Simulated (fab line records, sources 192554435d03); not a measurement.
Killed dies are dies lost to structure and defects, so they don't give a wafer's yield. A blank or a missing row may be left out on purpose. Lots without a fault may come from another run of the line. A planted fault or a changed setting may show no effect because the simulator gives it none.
Which tool did it? | flow n5_finfet | 24 lots, 72 wafers sampled, at 6 steps of a route of 1938

WHAT THE GAUGES READ, wafer by wafer
N5_BEOL_M10_INSPECT_30: inspects for defects (brightfield). Usual: raw_defect_count 406, standard deviation 84.
lot  | measured     | on                | raw_defect_count | flag
L074 | day 12 01:23 | defect_inspect-01 | 404 395 368      |
L076 | day 12 01:13 | defect_inspect-01 | 322 339 360      |
L075 | day 12 01:34 | defect_inspect-01 | 379 299 294      |
L077 | day 12 09:30 | defect_inspect-01 | 381 363 291      |
L078 | day 12 16:56 | defect_inspect-01 | 415 352 234      |
L079 | day 13 02:31 | defect_inspect-02 | 547 335 482      |
L081 | day 13 05:17 | defect_inspect-01 | 408 495 408      |
L080 | day 13 07:32 | defect_inspect-01 | 589 401 426      |
L082 | day 13 13:37 | defect_inspect-01 | 461 603 362      |
L085 | day 13 16:02 | defect_inspect-02 | 472 448 452      |
L083 | day 13 21:42 | defect_inspect-02 | 371 376 467      |
L084 | day 14 12:01 | defect_inspect-01 | 285 256 292      |
L087 | day 14 18:52 | defect_inspect-02 | 341 312 320      |
L086 | day 14 20:58 | defect_inspect-01 | 558 469 414      |
L089 | day 14 20:47 | defect_inspect-02 | 476 561 310      |
L088 | day 15 10:16 | defect_inspect-02 | 375 478 427      |
L090 | day 15 10:26 | defect_inspect-02 | 340 376 421      |
L091 | day 16 10:42 | defect_inspect-01 | 432 311 407      |
L092 | day 16 10:32 | defect_inspect-02 | 460 431 406      |
L093 | day 16 22:15 | defect_inspect-02 | 482 371 404      |
L094 | day 16 21:29 | defect_inspect-02 | 279 351 279      |
L095 | day 16 21:54 | defect_inspect-01 | 400 457 452      |
L096 | day 16 22:04 | defect_inspect-01 | 275 450 358      |
L097 | day 17 12:14 | defect_inspect-02 | 340 389 386      |

N5_BEOL_M10_OCD_MEAS_38. Usual: trench_depth_nm 148.7 nm, standard deviation 2.9.
lot  | measured     | on     | trench_depth_nm (nm) | flag
L074 | day 12 03:08 | ocd-01 | 153.2 152.4 147.0    |
L076 | day 12 02:12 | ocd-01 | 151.4 151.0 152.5    |
L075 | day 12 04:04 | ocd-02 | 151.3 151.0 150.4    |
L077 | day 12 12:01 | ocd-02 | 145.5 151.4 146.0    |
L078 | day 12 17:28 | ocd-01 | 151.3 150.4 151.1    |
L079 | day 13 04:07 | ocd-02 | 146.0 145.6 145.2    |
L081 | day 13 06:21 | ocd-02 | 150.9 144.0 151.0    |
L080 | day 13 08:04 | ocd-02 | 150.4 145.7 145.2    |
L082 | day 13 14:09 | ocd-01 | 150.3 143.9 150.5    |
L085 | day 13 16:34 | ocd-02 | 145.9 146.8 145.7    |
L083 | day 13 22:14 | ocd-01 | 153.1 146.3 143.5    |
L084 | day 14 12:33 | ocd-02 | 151.8 150.8 153.8    |
L087 | day 14 19:25 | ocd-02 | 145.0 144.3 151.0    |
L086 | day 14 21:32 | ocd-01 | 146.4 152.7 147.3    |
L089 | day 14 21:19 | ocd-02 | 152.9 145.8 151.8    |
L088 | day 15 11:10 | ocd-01 | 144.9 148.8 151.2    |
L090 | day 15 11:16 | ocd-02 | 150.8 146.3 146.5    |
L091 | day 16 11:13 | ocd-01 | 150.4 146.2 145.3    |
L092 | day 16 11:04 | ocd-01 | 146.2 148.6 144.3    |
L093 | day 16 23:10 | ocd-01 | 147.3 150.7 146.8    |
L094 | day 16 22:02 | ocd-02 | 152.1 152.9 152.7    |
L095 | day 16 22:26 | ocd-02 | 146.5 145.1 146.9    |
L096 | day 16 22:36 | ocd-02 | 145.8 151.7 150.8    |
L097 | day 17 12:53 | ocd-01 | 149.1 145.9 150.5    |

N5_BEOL_M10_INSPECT_58: inspects for defects (darkfield). Usual: raw_defect_count 69, standard deviation 22.
lot  | measured     | on                | raw_defect_count | flag
L074 | day 12 06:32 | defect_inspect-02 | 98 111 87        |
L076 | day 12 05:34 | defect_inspect-01 | 30 49 68         |
L075 | day 12 07:12 | defect_inspect-02 | 58 79 86         |
L077 | day 12 14:07 | defect_inspect-01 | 63 77 98         |
L078 | day 12 20:56 | defect_inspect-02 | 84 110 151       |
L079 | day 13 07:37 | defect_inspect-02 | 55 42 59         |
L081 | day 13 09:04 | defect_inspect-01 | 41 96 38         |
L080 | day 13 10:47 | defect_inspect-01 | 28 43 44         |
L082 | day 13 18:01 | defect_inspect-02 | 56 35 41         |
L085 | day 13 19:53 | defect_inspect-02 | 54 59 116        |
L083 | day 14 00:45 | defect_inspect-01 | 78 76 51         |
L084 | day 14 15:28 | defect_inspect-01 | 76 93 53         |
L087 | day 14 22:39 | defect_inspect-01 | 59 61 60         |
L086 | day 15 00:29 | defect_inspect-01 | 69 73 60         |
L089 | day 15 00:15 | defect_inspect-01 | 82 47 117        |
L088 | day 15 13:37 | defect_inspect-01 | 90 62 87         |
L090 | day 15 14:28 | defect_inspect-02 | 58 81 44         |
L091 | day 16 14:02 | defect_inspect-01 | 87 74 72         |
L092 | day 16 13:31 | defect_inspect-02 | 120 67 66        |
L093 | day 17 01:53 | defect_inspect-02 | 83 45 59         |
L094 | day 17 00:16 | defect_inspect-02 | 77 87 91         |
L095 | day 17 00:37 | defect_inspect-02 | 64 88 95         |
L096 | day 17 01:28 | defect_inspect-01 | 53 56 79         |
L097 | day 17 15:51 | defect_inspect-01 | 42 46 62         |

WHICH TOOL RAN EACH LOT (tool, then ch and the chambers of the sampled wafers, then the start)
lot  | N5_BEOL_M10_DESCUM_16              | N5_BEOL_M10_STRIP_67               | N5_BEOL_M10_DESCUM_33
L074 | rie_diel-01 ch 1,2,3, day 11 22:22 | rie_diel-01 ch 1,2,3, day 11 22:35 | rie_diel-01 ch 0,1,2, day 12 02:39
L076 | rie_diel-05 ch 0,1,2, day 11 23:08 | rie_diel-05 ch 0,1,2, day 11 23:23 | rie_diel-01 ch 2,3, day 12 01:43
L075 | rie_diel-05 ch 0,3, day 12 00:19   | rie_diel-05 ch 0,3, day 12 00:33   | rie_diel-01 ch 1,2, day 12 03:34
L077 | rie_diel-03 ch 2,3, day 12 08:08   | rie_diel-03 ch 2,3, day 12 08:22   | rie_diel-03 ch 0,2, day 12 11:32
L078 | rie_diel-01 ch 0,2,3, day 12 13:36 | rie_diel-01 ch 0,2,3, day 12 13:50 | rie_diel-03 ch 0,1,3, day 12 16:58
L079 | rie_diel-05 ch 0,1,3, day 13 01:28 | rie_diel-05 ch 0,1,3, day 13 01:42 | rie_diel-05 ch 0,1,2, day 13 03:38
L081 | rie_diel-03 ch 0,1,2, day 13 02:40 | rie_diel-03 ch 0,1,2, day 13 02:53 | rie_diel-03 ch 0,2,3, day 13 05:52
L080 | rie_diel-01 ch 0,1,2, day 13 06:32 | rie_diel-01 ch 0,1,2, day 13 06:47 | rie_diel-05 ch 1,3, day 13 07:34
L082 | rie_diel-01 ch 1,2,3, day 13 09:25 | rie_diel-01 ch 1,2,3, day 13 09:39 | rie_diel-03 ch 0,1,2, day 13 13:40
L085 | rie_diel-03 ch 0,3, day 13 14:45   | rie_diel-03 ch 0,3, day 13 14:59   | rie_diel-05 ch 0,2, day 13 16:04
L083 | rie_diel-03 ch 1,2, day 13 20:02   | rie_diel-03 ch 1,2, day 13 20:16   | rie_diel-05 ch 0,2,3, day 13 21:44
L084 | rie_diel-01 ch 1,2, day 14 09:42   | rie_diel-01 ch 1,2, day 14 09:56   | rie_diel-03 ch 1,3, day 14 12:04
L087 | rie_diel-05 ch 0,1, day 14 17:56   | rie_diel-05 ch 0,1, day 14 18:10   | rie_diel-03 ch 1,2, day 14 18:55
L086 | rie_diel-01 ch 2,3, day 14 18:10   | rie_diel-01 ch 2,3, day 14 18:30   | rie_diel-05 ch 0,2,3, day 14 21:02
L089 | rie_diel-03 ch 1,2, day 14 18:36   | rie_diel-03 ch 1,2, day 14 18:50   | rie_diel-03 ch 0,2,3, day 14 20:49
L088 | rie_diel-03 ch 0,1,2, day 15 07:04 | rie_diel-03 ch 0,1,2, day 15 07:18 | rie_diel-03 ch 1,2,3, day 15 10:41
L090 | rie_diel-01 ch 1,2, day 15 07:16   | rie_diel-01 ch 1,2, day 15 07:29   | rie_diel-05 ch 1,2,3, day 15 10:47
L091 | rie_diel-01 ch 1,2,3, day 16 07:54 | rie_diel-01 ch 1,2,3, day 16 08:08 | rie_diel-03 ch 0,1,2, day 16 10:44
L092 | rie_diel-05 ch 0,2, day 16 08:20   | rie_diel-05 ch 0,2, day 16 08:34   | rie_diel-05 ch 1,2,3, day 16 10:34
L093 | rie_diel-01 ch 1,2, day 16 18:26   | rie_diel-01 ch 1,2, day 16 18:40   | rie_diel-05 ch 1,3, day 16 22:40
L094 | rie_diel-05 ch 2,3, day 16 18:37   | rie_diel-05 ch 2,3, day 16 18:50   | rie_diel-03 ch 1,3, day 16 21:32
L095 | rie_diel-03 ch 1,2,3, day 16 18:48 | rie_diel-03 ch 1,2,3, day 16 19:02 | rie_diel-05 ch 0,1, day 16 21:56
L096 | rie_diel-05 ch 1,2,3, day 16 18:58 | rie_diel-05 ch 1,2,3, day 16 19:11 | rie_diel-03 ch 0,1,2, day 16 22:07
L097 | rie_diel-05 ch 0,2,3, day 17 10:52 | rie_diel-05 ch 0,2,3, day 17 11:05 | rie_diel-05 ch 0,3, day 17 12:24
- N5_BEOL_M10_DESCUM_16: chemistry O2, time 7.9 s.
- N5_BEOL_M10_STRIP_67: strips in CF4.
- N5_BEOL_M10_DESCUM_33: chemistry O2, time 7.9 s.

WHAT THE TOOLS THEMSELVES READ (means of the sampled wafers that have a number; where no wafer has one, the mark that the record gives instead)
N5_BEOL_M10_DESCUM_16. Usual: drypump_motor_current_A 5.7 A, standard deviation 0.43; oes_product_au 0.82 a.u., standard deviation 0.063; rf_fwd_power_W 49.35 W, standard deviation 0.23; rf_vpp_V 243.3 V, standard deviation 1.7; showerhead_plenum_p_Torr 2.11 Torr, standard deviation 0.1; throttle_valve_pct 20.45 %, standard deviation 0.24.
lot  | tool        | drypump_motor_current_A (A) | oes_product_au (a.u.) | rf_fwd_power_W (W) | rf_vpp_V (V) | showerhead_plenum_p_Torr (Torr) | throttle_valve_pct (%) | flag
L074 | rie_diel-01 | 5.8                         | 0.86                  | 49.32              | 243.0        | 2.10                            | 20.41                  |
L076 | rie_diel-05 | 5.6                         | 0.81                  | 49.27              | 242.7        | 2.06                            | 20.54                  |
L075 | rie_diel-05 | 5.5                         | 0.81                  | 49.39              | 241.2        | 2.00                            | 20.71                  |
L077 | rie_diel-03 | 6.2                         | 0.78                  | 49.48              | 243.8        | 2.14                            | 20.42                  |
L078 | rie_diel-01 | 5.7                         | 0.85                  | 49.35              | 243.1        | 2.09                            | 20.38                  |
L079 | rie_diel-05 | 5.6                         | 0.83                  | 49.29              | 242.3        | 2.03                            | 20.52                  |
L081 | rie_diel-03 | 5.6                         | 0.88                  | 49.30              | 245.0        | 2.22                            | 20.33                  |
L080 | rie_diel-01 | 5.5                         | 0.84                  | 49.39              | 242.9        | 2.03                            | 20.28                  |
L082 | rie_diel-01 | 5.8                         | 0.83                  | 49.29              | 242.4        | 2.10                            | 20.44                  |
L085 | rie_diel-03 | 5.9                         | 0.81                  | 49.17              | 244.1        | 2.17                            | 20.18                  |
L083 | rie_diel-03 | 5.5                         | 0.85                  | 49.39              | 244.3        | 2.21                            | 20.48                  |
L084 | rie_diel-01 | 5.3                         | 0.84                  | 49.27              | 241.9        | 2.03                            | 20.22                  |
L087 | rie_diel-05 | 5.5                         | 0.77                  | 49.16              | 240.7        | 1.96                            | 20.69                  |
L086 | rie_diel-01 | 5.6                         | 0.83                  | 49.31              | 244.0        | 2.09                            | 20.31                  |
L089 | rie_diel-03 | 5.6                         | 0.86                  | 49.49              | 244.7        | 2.23                            | 20.49                  |
L088 | rie_diel-03 | 5.6                         | 0.85                  | 49.27              | 245.1        | 2.22                            | 20.37                  |
L090 | rie_diel-01 | 5.6                         | 0.82                  | 49.31              | 241.5        | 2.03                            | 20.35                  |
L091 | rie_diel-01 | 5.8                         | 0.81                  | 49.31              | 243.0        | 2.09                            | 20.49                  |
L092 | rie_diel-05 | 5.6                         | 0.75                  | 49.30              | 243.6        | 2.11                            | 20.64                  |
L093 | rie_diel-01 | 5.6                         | 0.80                  | 49.33              | 241.2        | 2.02                            | 20.38                  |
L094 | rie_diel-05 | 5.6                         | 0.79                  | 49.50              | 244.9        | 2.18                            | 20.52                  |
L095 | rie_diel-03 | 5.9                         | 0.87                  | 49.44              | 244.6        | 2.16                            | 20.38                  |
L096 | rie_diel-05 | 5.6                         | 0.80                  | 49.20              | 243.0        | 2.12                            | 20.44                  |
L097 | rie_diel-05 | 5.6                         | 0.76                  | 49.44              | 242.1        | 2.08                            | 20.65                  |

N5_BEOL_M10_STRIP_67. Usual: drypump_motor_current_A 5.7 A, standard deviation 0.42; oes_product_au 0.82 a.u., standard deviation 0.061; rf_vpp_V 271.3 V, standard deviation 1.9; showerhead_plenum_p_Torr 1.81 Torr, standard deviation 0.081; throttle_valve_pct 13.55 %, standard deviation 0.19.
lot  | tool        | drypump_motor_current_A (A) | oes_product_au (a.u.) | rf_vpp_V (V) | showerhead_plenum_p_Torr (Torr) | throttle_valve_pct (%) | flag
L074 | rie_diel-01 | 5.8                         | 0.85                  | 271.1        | 1.81                            | 13.50                  |
L076 | rie_diel-05 | 5.5                         | 0.81                  | 270.3        | 1.77                            | 13.61                  |
L075 | rie_diel-05 | 5.5                         | 0.82                  | 269.1        | 1.71                            | 13.74                  |
L077 | rie_diel-03 | 6.2                         | 0.79                  | 271.5        | 1.81                            | 13.50                  |
L078 | rie_diel-01 | 5.7                         | 0.85                  | 270.9        | 1.80                            | 13.54                  |
L079 | rie_diel-05 | 5.5                         | 0.83                  | 270.7        | 1.75                            | 13.62                  |
L081 | rie_diel-03 | 5.6                         | 0.87                  | 273.5        | 1.89                            | 13.37                  |
L080 | rie_diel-01 | 5.5                         | 0.84                  | 270.4        | 1.75                            | 13.45                  |
L082 | rie_diel-01 | 5.8                         | 0.83                  | 270.2        | 1.80                            | 13.53                  |
L085 | rie_diel-03 | 5.9                         | 0.80                  | 272.7        | 1.86                            | 13.39                  |
L083 | rie_diel-03 | 5.5                         | 0.85                  | 273.1        | 1.87                            | 13.46                  |
L084 | rie_diel-01 | 5.3                         | 0.84                  | 270.7        | 1.75                            | 13.40                  |
L087 | rie_diel-05 | 5.6                         | 0.78                  | 268.4        | 1.68                            | 13.78                  |
L086 | rie_diel-01 | 5.5                         | 0.83                  | 271.0        | 1.80                            | 13.52                  |
L089 | rie_diel-03 | 5.6                         | 0.86                  | 273.0        | 1.88                            | 13.44                  |
L088 | rie_diel-03 | 5.6                         | 0.85                  | 273.4        | 1.89                            | 13.43                  |
L090 | rie_diel-01 | 5.6                         | 0.82                  | 269.3        | 1.74                            | 13.47                  |
L091 | rie_diel-01 | 5.8                         | 0.80                  | 270.5        | 1.79                            | 13.61                  |
L092 | rie_diel-05 | 5.6                         | 0.76                  | 270.2        | 1.80                            | 13.72                  |
L093 | rie_diel-01 | 5.5                         | 0.80                  | 270.0        | 1.74                            | 13.49                  |
L094 | rie_diel-05 | 5.6                         | 0.80                  | 272.0        | 1.86                            | 13.60                  |
L095 | rie_diel-03 | 5.9                         | 0.87                  | 271.8        | 1.83                            | 13.38                  |
L096 | rie_diel-05 | 5.5                         | 0.81                  | 271.1        | 1.82                            | 13.58                  |
L097 | rie_diel-05 | 5.6                         | 0.78                  | 270.3        | 1.78                            | 13.73                  |

N5_BEOL_M10_DESCUM_33. Usual: drypump_motor_current_A 5.7 A, standard deviation 0.33; oes_product_au 0.82 a.u., standard deviation 0.07; rf_fwd_power_W 49.37 W, standard deviation 0.25; rf_vpp_V 243.4 V, standard deviation 1.7; showerhead_plenum_p_Torr 2.12 Torr, standard deviation 0.1; throttle_valve_pct 20.44 %, standard deviation 0.21.
lot  | tool        | drypump_motor_current_A (A) | oes_product_au (a.u.) | rf_fwd_power_W (W) | rf_vpp_V (V) | showerhead_plenum_p_Torr (Torr) | throttle_valve_pct (%) | flag
L074 | rie_diel-01 | 5.5                         | 0.86                  | 49.38              | 241.6        | 2.03                            | 20.27                  |
L076 | rie_diel-01 | 6.0                         | 0.86                  | 49.33              | 243.7        | 2.16                            | 20.51                  |
L075 | rie_diel-01 | 5.4                         | 0.87                  | 49.24              | 242.4        | 2.04                            | 20.19                  |
L077 | rie_diel-03 | 5.7                         | 0.94                  | 49.44              | 246.2        | 2.24                            | 20.32                  |
L078 | rie_diel-03 | 5.8                         | 0.80                  | 49.29              | 243.8        | 2.16                            | 20.32                  |
L079 | rie_diel-05 | 5.6                         | 0.80                  | 49.34              | 241.9        | 2.06                            | 20.54                  |
L081 | rie_diel-03 | 5.9                         | 0.83                  | 49.36              | 243.8        | 2.18                            | 20.30                  |
L080 | rie_diel-05 | 5.6                         | 0.85                  | 49.27              | 243.4        | 2.07                            | 20.33                  |
L082 | rie_diel-03 | 5.5                         | 0.87                  | 49.26              | 244.6        | 2.22                            | 20.34                  |
L085 | rie_diel-05 | 5.6                         | 0.76                  | 49.33              | 241.5        | 2.02                            | 20.73                  |
L083 | rie_diel-05 | 5.5                         | 0.81                  | 49.54              | 242.8        | 2.09                            | 20.60                  |
L084 | rie_diel-03 | 5.7                         | 0.76                  | 49.32              | 244.6        | 2.15                            | 20.47                  |
L087 | rie_diel-03 | 5.6                         | 0.87                  | 49.45              | 244.6        | 2.23                            | 20.49                  |
L086 | rie_diel-05 | 5.6                         | 0.79                  | 49.47              | 242.7        | 2.09                            | 20.62                  |
L089 | rie_diel-03 | 5.9                         | 0.80                  | 49.38              | 243.8        | 2.18                            | 20.33                  |
L088 | rie_diel-03 | 5.9                         | 0.78                  | 49.51              | 244.4        | 2.17                            | 20.48                  |
L090 | rie_diel-05 | 5.6                         | 0.82                  | 49.46              | 242.3        | 2.12                            | 20.43                  |
L091 | rie_diel-03 | 5.5                         | 0.84                  | 49.34              | 245.6        | 2.21                            | 20.38                  |
L092 | rie_diel-05 | 5.6                         | 0.81                  | 49.51              | 243.5        | 2.12                            | 20.45                  |
L093 | rie_diel-05 | 5.6                         | 0.81                  | 49.26              | 242.4        | 2.06                            | 20.37                  |
L094 | rie_diel-03 | 5.8                         | 0.84                  | 49.27              | 243.9        | 2.14                            | 20.37                  |
L095 | rie_diel-05 | 5.5                         | 0.76                  | 49.18              | 240.3        | 1.95                            | 20.72                  |
L096 | rie_diel-03 | 5.5                         | 0.83                  | 49.15              | 245.0        | 2.21                            | 20.38                  |
L097 | rie_diel-05 | 5.5                         | 0.79                  | 49.33              | 242.7        | 2.05                            | 20.63                  |

THE ANSWER, worked out from the rows above alone
Rule: a lot is off if the mean of its wafers that have a number lies more than 3 standard deviations from the usual mean. A lot without any number at a reading at which 4 lots or more have one is off too. The other lots that the step has rows for count as sound. The gauges are gone through in route order, then the tools' own readings, and for those a lot's mean is taken as printed above. The first step at which some lot is off is used, and at that step the reading that is off furthest; a lot without a number counts as furthest.
No lot is off at any reading shown: from this, nothing can be told.

WHAT THE SIMULATOR HAD PUT IN
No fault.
